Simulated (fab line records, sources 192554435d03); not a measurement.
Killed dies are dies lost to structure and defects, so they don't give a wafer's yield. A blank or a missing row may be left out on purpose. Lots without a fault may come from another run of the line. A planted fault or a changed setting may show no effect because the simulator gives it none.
Split-lot experiment | flow n5_finfet | 7 lots, 21 wafers read, on a route of 1938 steps

THE SPLIT
At N5_BEOL_M1_DEP_57 (deposits SiCN from 3MS/NH3, target thk 8 nm, time 14 s), the setting time_s was moved away from the recipe's 14 s on 6 of the 21 wafers read, by -14.0% to +12.6%. The other wafers ran this setting at the recipe's value.

The reading is taken at the split's own step.

THE READING
SiCN_of_BEOL_M1_DEP_57.thk_nm (the simulator's own value, which no gauge read), in nm, at N5_BEOL_M1_DEP_57 (deposits SiCN from 3MS/NH3, target thk 8 nm, time 14 s). The file gives no usual value for it. The 15 wafers here that ran the recipe average 8.0 nm, standard deviation 0.13 nm.

wafer  | tool, chamber at the split | time_s as run, s | against the recipe | SiCN_of_BEOL_M1_DEP_57.thk_nm, nm | against lot-mates on the recipe
L078.2 | pecvd-03, 1,2,2            | 14               | recipe             | 8                                 | -
L078.4 | pecvd-03, 1,2,2            | 14               | recipe             | 8                                 | -
L078.6 | pecvd-03, 1,2,2            | 14               | recipe             | 8                                 | -
L081.2 | pecvd-04, 2                | 14               | recipe             | 7.8                               | -
L081.3 | pecvd-04, 0                | 14               | recipe             | 8                                 | -
L081.4 | pecvd-04, 1                | 15.63            | +11.6%             | 8.8                               | +0.9
L083.2 | pecvd-02, 1                | 14               | recipe             | 7.8                               | -
L083.4 | pecvd-02, 2                | 15.76            | +12.6%             | 9                                 | +1.1
L083.5 | pecvd-02, 1                | 14               | recipe             | 8                                 | -
L085.1 | pecvd-02, 1,2              | 14               | recipe             | 7.8                               | -
L085.3 | pecvd-02, 1,2              | 14               | recipe             | 7.8                               | -
L085.2 | pecvd-02, 0                | 14               | recipe             | 8                                 | -
L089.1 | pecvd-03, 1                | 12.04            | -14.0%             | 7                                 | -1.0
L089.5 | pecvd-03, 1                | 12.04            | -14.0%             | 7                                 | -1.0
L089.3 | pecvd-03, 1                | 14               | recipe             | 8                                 | -
L092.1 | pecvd-03, 1                | 14               | recipe             | 8.2                               | -
L092.6 | pecvd-03, 1                | 14               | recipe             | 8.2                               | -
L092.3 | pecvd-03, 0                | 14               | recipe             | 7.8                               | -
L095.3 | pecvd-04, 0                | 12.07            | -13.8%             | 6.6                               | -1.4
L095.5 | pecvd-04, 1                | 12.07            | -13.8%             | 7                                 | -1.0
L095.6 | pecvd-04, 2                | 14               | recipe             | 8                                 | -
Where a row lists several chambers, the file gives one row for several wafers and doesn't say which wafer went through which chamber.

THE FIT
A straight line over all 21 wafers: SiCN_of_BEOL_M1_DEP_57.thk_nm changes by +0.0767 nm for each +1% of time_s; r = +0.97; the points scatter about the line by 0.14 nm.
The same after taking each lot's own level away (the mean of its wafers on the recipe; 21 wafers): +0.0803 nm for each +1%; r = +0.98; scatter 0.13 nm.
On that fit, the largest move of time_s shifts the reading by 1.1 nm.
The lots' own levels span 7.87 to 8.07 nm, that is 1.5 times the standard deviation above.
So the lot-to-lot level changes the slope little: the two slopes agree.
Check: with one of the wafers moved furthest among these (-14.0%) left out of the fit, the line predicts -1.15 nm for it against its lot-mates. It came out at -1 nm against them.

OTHER SPLITS ON THESE WAFERS
These wafers also went through other splits before the reading. Each is held against what the fit with the lots' levels taken away leaves over:
other split on the same wafers               | wafers away from the commonest value | r with SiCN_of_BEOL_M1_DEP_57.thk_nm (lot level and that fit taken away)
N5_SD_EPI_N_DESCUM_14 time_s                 | 8                                    | +0.10
N5_HKMG_FIN_COAT_29 spin_rpm                 | 7                                    | -0.13
N5_HKMG_FIN_DESCUM_17 time_s                 | 5                                    | +0.20
N5_GATE_CUT_DESCUM_18 time_s                 | 4                                    | +0.14
N5_MOL_CONTACT_COAG_CONTACT_ETCH_14 source_w | 7                                    | +0.28
N5_MOL_CONTACT_COAG_ALD_133 ald_cycles       | 9                                    | +0.31
N5_MOL_CONTACT_COAG_ETCH_124 bias_w          | 10                                   | -0.24
N5_BEOL_M0_ETCH_138 source_w                 | 2                                    | +0.27

THE FILE'S OWN FIT
SiCN_of_BEOL_M1_DEP_57.thk_nm changes by +0.0807 nm for each +1% of time_s, r = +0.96.
